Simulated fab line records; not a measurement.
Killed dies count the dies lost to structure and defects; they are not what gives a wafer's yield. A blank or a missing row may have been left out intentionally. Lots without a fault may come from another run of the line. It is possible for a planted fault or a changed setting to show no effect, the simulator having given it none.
Which tool is to blame? :: flow n5Finfet :: 24 lots, 72 wafers sampled, at 4 steps of a route of 1938

== WHAT THE GAUGES SHOWED, per wafer ==
N5_BEOL_M9_RS_MEAS_57: measures by four-point-probe. Usual: M9_RS gives 0.151 ohm/sq (standard deviation 0.0037).
lot: L074
measured: day 9 21:53
on: filmMetro-01
M9_RS (ohm/sq): 0.154 0.149 0.152
flag: 

lot: L077
measured: day 10 17:52
on: filmMetro-01
M9_RS (ohm/sq): 0.143 0.149 0.150
flag: 

lot: L076
measured: day 10 14:25
on: filmMetro-01
M9_RS (ohm/sq): 0.149 0.150 0.150
flag: 

lot: L075
measured: day 11 04:28
on: filmMetro-02
M9_RS (ohm/sq): 0.146 0.150 0.145
flag: 

lot: L078
measured: day 11 10:29
on: filmMetro-01
M9_RS (ohm/sq): 0.154 0.151 0.143
flag: 

lot: L080
measured: day 12 07:46
on: filmMetro-01
M9_RS (ohm/sq): 0.152 0.149 0.152
flag: 

lot: L082
measured: day 12 12:58
on: filmMetro-02
M9_RS (ohm/sq): 0.148 0.150 0.147
flag: 

lot: L079
measured: day 12 12:42
on: filmMetro-01
M9_RS (ohm/sq): 0.152 0.152 0.150
flag: 

lot: L081
measured: day 12 16:22
on: filmMetro-02
M9_RS (ohm/sq): 0.153 0.156 0.141
flag: 

lot: L083
measured: day 12 17:30
on: filmMetro-01
M9_RS (ohm/sq): 0.153 0.157 0.156
flag: 

lot: L085
measured: day 13 13:08
on: filmMetro-02
M9_RS (ohm/sq): 0.155 0.144 0.149
flag: 

lot: L084
measured: day 13 15:54
on: filmMetro-02
M9_RS (ohm/sq): 0.149 0.149 0.148
flag: 

lot: L088
measured: day 13 20:43
on: filmMetro-02
M9_RS (ohm/sq): 0.149 0.151 0.154
flag: 

lot: L087
measured: day 13 22:18
on: filmMetro-01
M9_RS (ohm/sq): 0.154 0.156 0.157
flag: 

lot: L086
measured: day 14 00:41
on: filmMetro-01
M9_RS (ohm/sq): 0.147 0.150 0.147
flag: 

lot: L089
measured: day 14 00:25
on: filmMetro-02
M9_RS (ohm/sq): 0.152 0.157 0.153
flag: 

lot: L090
measured: day 14 09:28
on: filmMetro-02
M9_RS (ohm/sq): 0.152 0.152 0.150
flag: 

lot: L091
measured: day 14 14:13
on: filmMetro-02
M9_RS (ohm/sq): 0.155 0.154 0.157
flag: 

lot: L092
measured: day 15 00:19
on: filmMetro-02
M9_RS (ohm/sq): 0.150 0.149 0.151
flag: 

lot: L093
measured: day 15 16:28
on: filmMetro-02
M9_RS (ohm/sq): 0.144 0.158 0.149
flag: 

lot: L095
measured: day 16 05:15
on: filmMetro-02
M9_RS (ohm/sq): 0.152 0.153 0.155
flag: 

lot: L094
measured: day 16 07:30
on: filmMetro-02
M9_RS (ohm/sq): 0.153 0.148 0.154
flag: 

lot: L096
measured: day 16 07:54
on: filmMetro-01
M9_RS (ohm/sq): 0.154 0.153 0.155
flag: 

lot: L097
measured: day 17 04:26
on: filmMetro-01
M9_RS (ohm/sq): 0.156 0.157 0.151
flag: 

N5_BEOL_M10_THK_MEAS_01. Usual: M10_ILD_THK gives 267 nm (standard deviation 3.8).
lot: L074
measured: day 10 00:27
on: filmMetro-02
M10_ILD_THK (nm): 265 262 274
flag: 

lot: L077
measured: day 10 18:31
on: filmMetro-01
M10_ILD_THK (nm): 267 273 272
flag: 

lot: L076
measured: day 10 15:40
on: filmMetro-02
M10_ILD_THK (nm): 264 268 268
flag: 

lot: L075
measured: day 11 05:07
on: filmMetro-01
M10_ILD_THK (nm): 267 270 274
flag: 

lot: L078
measured: day 11 11:08
on: filmMetro-02
M10_ILD_THK (nm): 265 269 271
flag: 

lot: L080
measured: day 12 08:55
on: filmMetro-02
M10_ILD_THK (nm): 266 273 271
flag: 

lot: L082
measured: day 12 13:40
on: filmMetro-02
M10_ILD_THK (nm): 264 270 269
flag: 

lot: L079
measured: day 12 13:52
on: filmMetro-02
M10_ILD_THK (nm): 268 269 272
flag: 

lot: L081
measured: day 12 17:02
on: filmMetro-02
M10_ILD_THK (nm): 264 268 271
flag: 

lot: L083
measured: day 12 18:12
on: filmMetro-01
M10_ILD_THK (nm): 266 273 270
flag: 

lot: L085
measured: day 13 13:47
on: filmMetro-01
M10_ILD_THK (nm): 267 273 277
flag: 

lot: L084
measured: day 13 16:44
on: filmMetro-02
M10_ILD_THK (nm): 259 266 268
flag: 

lot: L088
measured: day 13 22:05
on: filmMetro-01
M10_ILD_THK (nm): 258 257 264
flag: 

lot: L087
measured: day 13 23:20
on: filmMetro-02
M10_ILD_THK (nm): 269 265 271
flag: 

lot: L086
measured: day 14 01:33
on: filmMetro-02
M10_ILD_THK (nm): 265 264 271
flag: 

lot: L089
measured: day 14 01:04
on: filmMetro-02
M10_ILD_THK (nm): 265 272 269
flag: 

lot: L090
measured: day 14 10:07
on: filmMetro-01
M10_ILD_THK (nm): 266 271 270
flag: 

lot: L091
measured: day 14 14:53
on: filmMetro-02
M10_ILD_THK (nm): 263 271 266
flag: 

lot: L092
measured: day 15 00:58
on: filmMetro-02
M10_ILD_THK (nm): 262 266 265
flag: 

lot: L093
measured: day 15 17:08
on: filmMetro-02
M10_ILD_THK (nm): 268 264 271
flag: 

lot: L095
measured: day 16 06:11
on: filmMetro-01
M10_ILD_THK (nm): 270 269 276
flag: 

lot: L094
measured: day 16 08:09
on: filmMetro-02
M10_ILD_THK (nm): 260 266 268
flag: 

lot: L096
measured: day 16 08:34
on: filmMetro-02
M10_ILD_THK (nm): 263 266 267
flag: 

lot: L097
measured: day 17 05:06
on: filmMetro-01
M10_ILD_THK (nm): 264 265 265
flag: 

== TOOL THAT RAN EACH LOT (tool first, then ch and the chambers of the sampled wafers, then the start) ==
lot: L074
N5_BEOL_M7_DEP_56: pecvd-04 ch 0,1,2, day 9 06:28
N5_BEOL_M8_STRIP_19: rieDiel-01 ch 2,3, day 9 08:59

lot: L077
N5_BEOL_M7_DEP_56: pecvd-04 ch 0,1,2, day 9 20:54
N5_BEOL_M8_STRIP_19: rieDiel-01 ch 1,2,3, day 10 01:37

lot: L076
N5_BEOL_M7_DEP_56: pecvd-01 ch 0,1, day 9 21:34
N5_BEOL_M8_STRIP_19: rieDiel-01 ch 0,2, day 10 02:19

lot: L075
N5_BEOL_M7_DEP_56: pecvd-01 ch 0,1, day 10 08:12
N5_BEOL_M8_STRIP_19: rieDiel-02 ch 1,2,3, day 10 11:23

lot: L078
N5_BEOL_M7_DEP_56: pecvd-04 ch 0,1,2, day 10 14:51
N5_BEOL_M8_STRIP_19: rieDiel-02 ch 0,2,3, day 10 19:20

lot: L080
N5_BEOL_M7_DEP_56: pecvd-02 ch 1,2, day 11 13:12
N5_BEOL_M8_STRIP_19: rieDiel-01 ch 1,3, day 11 15:55

lot: L082
N5_BEOL_M7_DEP_56: pecvd-02 ch 0,1,2, day 11 14:43
N5_BEOL_M8_STRIP_19: rieDiel-06 ch 1,2, day 11 18:49

lot: L079
N5_BEOL_M7_DEP_56: pecvd-04 ch 1,2, day 11 14:55
N5_BEOL_M8_STRIP_19: rieDiel-02 ch 1,2,3, day 11 19:07

lot: L081
N5_BEOL_M7_DEP_56: pecvd-04 ch 0,1, day 11 20:32
N5_BEOL_M8_STRIP_19: rieDiel-01 ch 0,2,3, day 12 00:51

lot: L083
N5_BEOL_M7_DEP_56: pecvd-04 ch 0,1, day 11 21:21
N5_BEOL_M8_STRIP_19: rieDiel-06 ch 1,3, day 12 00:59

lot: L085
N5_BEOL_M7_DEP_56: pecvd-04 ch 0,1, day 12 18:19
N5_BEOL_M8_STRIP_19: rieDiel-02 ch 0,1, day 12 20:59

lot: L084
N5_BEOL_M7_DEP_56: pecvd-02 ch 0,1, day 12 22:01
N5_BEOL_M8_STRIP_19: rieDiel-01 ch 1,2, day 13 00:46

lot: L088
N5_BEOL_M7_DEP_56: pecvd-04 ch 1,2, day 13 04:29
N5_BEOL_M8_STRIP_19: rieDiel-02 ch 0,1,3, day 13 07:08

lot: L087
N5_BEOL_M7_DEP_56: pecvd-02 ch 0,2, day 13 05:23
N5_BEOL_M8_STRIP_19: rieDiel-02 ch 1,2,3, day 13 08:18

lot: L086
N5_BEOL_M7_DEP_56: pecvd-04 ch 0,1,2, day 13 07:56
N5_BEOL_M8_STRIP_19: rieDiel-01 ch 1,2,3, day 13 10:49

lot: L089
N5_BEOL_M7_DEP_56: pecvd-01 ch 0,2, day 13 08:29
N5_BEOL_M8_STRIP_19: rieDiel-02 ch 0,2,3, day 13 10:59

lot: L090
N5_BEOL_M7_DEP_56: pecvd-04 ch 0,2, day 13 14:08
N5_BEOL_M8_STRIP_19: rieDiel-02 ch 2,3, day 13 15:53

lot: L091
N5_BEOL_M7_DEP_56: pecvd-04 ch 0,1, day 13 21:35
N5_BEOL_M8_STRIP_19: rieDiel-06 ch 1,3, day 14 00:31

lot: L092
N5_BEOL_M7_DEP_56: pecvd-01 ch 0,1,2, day 14 10:47
N5_BEOL_M8_STRIP_19: rieDiel-02 ch 0,1, day 14 13:23

lot: L093
N5_BEOL_M7_DEP_56: pecvd-04 ch 0,1, day 14 14:41
N5_BEOL_M8_STRIP_19: rieDiel-06 ch 1,3, day 14 17:36

lot: L095
N5_BEOL_M7_DEP_56: pecvd-02 ch 0,1, day 15 14:28
N5_BEOL_M8_STRIP_19: rieDiel-01 ch 2,3, day 15 16:21

lot: L094
N5_BEOL_M7_DEP_56: pecvd-01 ch 0,1,2, day 15 14:46
N5_BEOL_M8_STRIP_19: rieDiel-01 ch 0,3, day 15 18:41

lot: L096
N5_BEOL_M7_DEP_56: pecvd-01 ch 0,2, day 15 16:32
N5_BEOL_M8_STRIP_19: rieDiel-06 ch 1,2,3, day 15 19:17

lot: L097
N5_BEOL_M7_DEP_56: pecvd-02 ch 1,2, day 16 12:51
N5_BEOL_M8_STRIP_19: rieDiel-06 ch 0,1,3, day 16 15:14
- N5_BEOL_M7_DEP_56: deposits SiCN from 3MS/NH3, target thk 10 nm, time 17.5 s.
- N5_BEOL_M8_STRIP_19: strips in O2.

== AS READ BY THE TOOLS THEMSELVES (means over the sampled wafers that have a number; for cases with no such wafer, the mark the record gives instead) ==
N5_BEOL_M7_DEP_56. Usual: showerheadPlenumPTorr 3.658 Torr, standard deviation 0.012; throttleValvePct 9.0 %, standard deviation 0.51.
lot: L074
tool: pecvd-04
showerheadPlenumPTorr (Torr): 3.654
throttleValvePct (%): 8.7
flag: 

lot: L077
tool: pecvd-04
showerheadPlenumPTorr (Torr): 3.657
throttleValvePct (%): 8.8
flag: 

lot: L076
tool: pecvd-01
showerheadPlenumPTorr (Torr): 3.668
throttleValvePct (%): 9.8
flag: 

lot: L075
tool: pecvd-01
showerheadPlenumPTorr (Torr): 3.670
throttleValvePct (%): 9.5
flag: 

lot: L078
tool: pecvd-04
showerheadPlenumPTorr (Torr): 3.653
throttleValvePct (%): 8.9
flag: 

lot: L080
tool: pecvd-02
showerheadPlenumPTorr (Torr): 3.660
throttleValvePct (%): 8.6
flag: 

lot: L082
tool: pecvd-02
showerheadPlenumPTorr (Torr): 3.659
throttleValvePct (%): 8.6
flag: 

lot: L079
tool: pecvd-04
showerheadPlenumPTorr (Torr): 3.652
throttleValvePct (%): 9.1
flag: 

lot: L081
tool: pecvd-04
showerheadPlenumPTorr (Torr): 3.654
throttleValvePct (%): 9.1
flag: 

lot: L083
tool: pecvd-04
showerheadPlenumPTorr (Torr): 3.647
throttleValvePct (%): 9.2
flag: 

lot: L085
tool: pecvd-04
showerheadPlenumPTorr (Torr): 3.644
throttleValvePct (%): 9.0
flag: 

lot: L084
tool: pecvd-02
showerheadPlenumPTorr (Torr): 3.654
throttleValvePct (%): 8.9
flag: 

lot: L088
tool: pecvd-04
showerheadPlenumPTorr (Torr): 3.658
throttleValvePct (%): 9.3
flag: 

lot: L087
tool: pecvd-02
showerheadPlenumPTorr (Torr): 3.662
throttleValvePct (%): 8.6
flag: 

lot: L086
tool: pecvd-04
showerheadPlenumPTorr (Torr): 3.648
throttleValvePct (%): 9.1
flag: 

lot: L089
tool: pecvd-01
showerheadPlenumPTorr (Torr): 3.670
throttleValvePct (%): 9.0
flag: 

lot: L090
tool: pecvd-04
showerheadPlenumPTorr (Torr): 3.649
throttleValvePct (%): 8.7
flag: 

lot: L091
tool: pecvd-04
showerheadPlenumPTorr (Torr): 3.649
throttleValvePct (%): 9.2
flag: 

lot: L092
tool: pecvd-01
showerheadPlenumPTorr (Torr): 3.668
throttleValvePct (%): 9.3
flag: 

lot: L093
tool: pecvd-04
showerheadPlenumPTorr (Torr): 3.649
throttleValvePct (%): 9.3
flag: 

lot: L095
tool: pecvd-02
showerheadPlenumPTorr (Torr): 3.648
throttleValvePct (%): 8.7
flag: 

lot: L094
tool: pecvd-01
showerheadPlenumPTorr (Torr): 3.664
throttleValvePct (%): 9.2
flag: 

lot: L096
tool: pecvd-01
showerheadPlenumPTorr (Torr): 3.668
throttleValvePct (%): 8.9
flag: 

lot: L097
tool: pecvd-02
showerheadPlenumPTorr (Torr): 3.653
throttleValvePct (%): 8.7
flag: 

N5_BEOL_M8_STRIP_19. Usual: drypumpMotorCurrentA 5.5 A, standard deviation 0.34; o2FlowSccm 225.1 sccm, standard deviation 0.71; oesProductAu 0.76 a.u., standard deviation 0.071; rfVppV 3.6 V, standard deviation 0.58; showerheadPlenumPTorr 2.08 Torr, standard deviation 0.065; throttleValvePct 16.84 %, standard deviation 0.24.
lot: L074
tool: rieDiel-01
drypumpMotorCurrentA (A): 5.7
o2FlowSccm (sccm): 225.3
oesProductAu (a.u.): 0.78
rfVppV (V): 3.4
showerheadPlenumPTorr (Torr): 2.10
throttleValvePct (%): 16.84
flag: 

lot: L077
tool: rieDiel-01
drypumpMotorCurrentA (A): 5.7
o2FlowSccm (sccm): 224.7
oesProductAu (a.u.): 0.80
rfVppV (V): 3.9
showerheadPlenumPTorr (Torr): 2.10
throttleValvePct (%): 16.76
flag: 

lot: L076
tool: rieDiel-01
drypumpMotorCurrentA (A): 5.7
o2FlowSccm (sccm): 224.9
oesProductAu (a.u.): 0.80
rfVppV (V): 3.9
showerheadPlenumPTorr (Torr): 2.12
throttleValvePct (%): 16.81
flag: 

lot: L075
tool: rieDiel-02
drypumpMotorCurrentA (A): 5.2
o2FlowSccm (sccm): 225.2
oesProductAu (a.u.): 0.72
rfVppV (V): 3.3
showerheadPlenumPTorr (Torr): 2.09
throttleValvePct (%): 17.05
flag: 

lot: L078
tool: rieDiel-02
drypumpMotorCurrentA (A): 5.5
o2FlowSccm (sccm): 224.5
oesProductAu (a.u.): 0.72
rfVppV (V): 3.6
showerheadPlenumPTorr (Torr): 2.06
throttleValvePct (%): 17.00
flag: 

lot: L080
tool: rieDiel-01
drypumpMotorCurrentA (A): 5.7
o2FlowSccm (sccm): 225.5
oesProductAu (a.u.): 0.82
rfVppV (V): 4.1
showerheadPlenumPTorr (Torr): 2.10
throttleValvePct (%): 16.68
flag: 

lot: L082
tool: rieDiel-06
drypumpMotorCurrentA (A): 5.1
o2FlowSccm (sccm): 224.6
oesProductAu (a.u.): 0.76
rfVppV (V): 3.2
showerheadPlenumPTorr (Torr): 2.11
throttleValvePct (%): 16.65
flag: 

lot: L079
tool: rieDiel-02
drypumpMotorCurrentA (A): 5.2
o2FlowSccm (sccm): 225.5
oesProductAu (a.u.): 0.72
rfVppV (V): 3.6
showerheadPlenumPTorr (Torr): 2.09
throttleValvePct (%): 17.08
flag: 

lot: L081
tool: rieDiel-01
drypumpMotorCurrentA (A): 5.7
o2FlowSccm (sccm): 225.0
oesProductAu (a.u.): 0.77
rfVppV (V): 3.0
showerheadPlenumPTorr (Torr): 2.09
throttleValvePct (%): 16.85
flag: 

lot: L083
tool: rieDiel-06
drypumpMotorCurrentA (A): 5.4
o2FlowSccm (sccm): 224.8
oesProductAu (a.u.): 0.85
rfVppV (V): 3.6
showerheadPlenumPTorr (Torr): 2.02
throttleValvePct (%): 16.54
flag: 

lot: L085
tool: rieDiel-02
drypumpMotorCurrentA (A): 5.5
o2FlowSccm (sccm): 225.7
oesProductAu (a.u.): 0.74
rfVppV (V): 2.8
showerheadPlenumPTorr (Torr): 2.07
throttleValvePct (%): 16.75
flag: 

lot: L084
tool: rieDiel-01
drypumpMotorCurrentA (A): 5.7
o2FlowSccm (sccm): 224.7
oesProductAu (a.u.): 0.82
rfVppV (V): 4.1
showerheadPlenumPTorr (Torr): 2.11
throttleValvePct (%): 16.67
flag: 

lot: L088
tool: rieDiel-02
drypumpMotorCurrentA (A): 5.5
o2FlowSccm (sccm): 225.3
oesProductAu (a.u.): 0.72
rfVppV (V): 3.0
showerheadPlenumPTorr (Torr): 2.09
throttleValvePct (%): 16.90
flag: 

lot: L087
tool: rieDiel-02
drypumpMotorCurrentA (A): 5.2
o2FlowSccm (sccm): 226.1
oesProductAu (a.u.): 0.70
rfVppV (V): 4.0
showerheadPlenumPTorr (Torr): 2.09
throttleValvePct (%): 17.10
flag: 

lot: L086
tool: rieDiel-01
drypumpMotorCurrentA (A): 5.7
o2FlowSccm (sccm): 225.2
oesProductAu (a.u.): 0.77
rfVppV (V): 4.0
showerheadPlenumPTorr (Torr): 2.09
throttleValvePct (%): 16.81
flag: 

lot: L089
tool: rieDiel-02
drypumpMotorCurrentA (A): 5.5
o2FlowSccm (sccm): 224.9
oesProductAu (a.u.): 0.70
rfVppV (V): 3.7
showerheadPlenumPTorr (Torr): 2.05
throttleValvePct (%): 17.04
flag: 

lot: L090
tool: rieDiel-02
drypumpMotorCurrentA (A): 5.2
o2FlowSccm (sccm): 225.5
oesProductAu (a.u.): 0.70
rfVppV (V): 3.8
showerheadPlenumPTorr (Torr): 2.11
throttleValvePct (%): 17.23
flag: 

lot: L091
tool: rieDiel-06
drypumpMotorCurrentA (A): 5.4
o2FlowSccm (sccm): 225.4
oesProductAu (a.u.): 0.82
rfVppV (V): 3.0
showerheadPlenumPTorr (Torr): 2.01
throttleValvePct (%): 16.55
flag: 

lot: L092
tool: rieDiel-02
drypumpMotorCurrentA (A): 5.8
o2FlowSccm (sccm): 225.4
oesProductAu (a.u.): 0.73
rfVppV (V): 3.8
showerheadPlenumPTorr (Torr): 2.02
throttleValvePct (%): 16.72
flag: 

lot: L093
tool: rieDiel-06
drypumpMotorCurrentA (A): 5.4
o2FlowSccm (sccm): 224.5
oesProductAu (a.u.): 0.83
rfVppV (V): 3.7
showerheadPlenumPTorr (Torr): 2.01
throttleValvePct (%): 16.57
flag: 

lot: L095
tool: rieDiel-01
drypumpMotorCurrentA (A): 5.7
o2FlowSccm (sccm): 225.2
oesProductAu (a.u.): 0.71
rfVppV (V): 3.8
showerheadPlenumPTorr (Torr): 2.07
throttleValvePct (%): 16.96
flag: 

lot: L094
tool: rieDiel-01
drypumpMotorCurrentA (A): 5.7
o2FlowSccm (sccm): 225.2
oesProductAu (a.u.): 0.75
rfVppV (V): 3.5
showerheadPlenumPTorr (Torr): 2.08
throttleValvePct (%): 16.87
flag: 

lot: L096
tool: rieDiel-06
drypumpMotorCurrentA (A): 5.4
o2FlowSccm (sccm): 224.4
oesProductAu (a.u.): 0.74
rfVppV (V): 3.9
showerheadPlenumPTorr (Torr): 2.04
throttleValvePct (%): 16.72
flag: 

lot: L097
tool: rieDiel-06
drypumpMotorCurrentA (A): 5.4
o2FlowSccm (sccm): 225.6
oesProductAu (a.u.): 0.83
rfVppV (V): 3.7
showerheadPlenumPTorr (Torr): 2.05
throttleValvePct (%): 16.70
flag: 

== THE ANSWER, worked out from the rows above alone ==
Rule: lot off if the mean of its wafers having a number is beyond 3 standard deviations from the usual mean. Also off: a lot with no number at a reading for which 4 or more lots have one. All remaining lots with rows at the step are treated as sound. After the gauges, taken in route order, come the tools' own readings; for these a lot's mean is taken, as printed above. The first step at which some lot is off is used, and at that step the reading that is off furthest; a lot without a number counts as furthest.
No lot is off at any reading shown: from this, nothing can be told.

== WHAT THE SIMULATOR HAD INSERTED ==
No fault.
